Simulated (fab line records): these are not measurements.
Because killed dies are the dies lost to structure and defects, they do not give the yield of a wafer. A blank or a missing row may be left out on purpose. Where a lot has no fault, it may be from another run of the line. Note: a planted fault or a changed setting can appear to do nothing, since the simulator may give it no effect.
Which tool was responsible?	flow n5-finfet	12 lots (36 wafers sampled), 1 step of a 1938-step route

## WHAT THE GAUGES SHOWED, per wafer
N5_SD_EPI_P_EPI_MEAS_23.
lot	measured	on	thk-nm (nm)
L075	day 3 14:28	film-metro-01	60.9 59.6 61.9
L077	day 4 04:26	film-metro-02	60.8 59.7 58.0
L079	day 4 17:02	film-metro-01	61.9 63.0 61.5
L081	day 5 08:33	film-metro-02	61.0 59.7 61.5
L083	day 5 17:25	film-metro-01	61.3 60.2 59.6
L085	day 6 07:02	film-metro-02	60.3 58.9 61.3
L087	day 6 18:44	film-metro-01	58.3 60.4 60.8
L089	day 7 10:08	film-metro-01	60.5 61.1 61.2
L091	day 7 19:13	film-metro-02	59.6 62.0 61.7
L093	day 8 06:37	film-metro-01	62.3 61.1 63.5
L095	day 8 18:38	film-metro-01	60.5 61.8 59.3
L097	day 9 05:43	film-metro-01	60.3 62.1 62.5

## WHAT TOOL EACH LOT RAN ON (gives the tool, then ch and the chambers of the sampled wafers, and finally the start)
The record holds no process step before these readings.

## THE ANSWER, worked out from the rows above alone
Rule: usual is defined by the lots themselves. Put in order of their means at a reading, lots are off if they are a third of the lots or fewer, leave a main group of 4 or more, and stand apart from it by a gap of 3 or more times the standard deviation of the main group's means; of several such gaps the widest counts. The tables above print the reading to a certain number of digits; a main group whose means all agree to those digits is not used. Also off: a lot with no number at a reading for which 4 or more lots have one. Any other lot the step has rows for is counted as sound.
No lot is off at any reading shown: from this, nothing can be told.

## WHAT THE SIMULATOR HAD PUT IN
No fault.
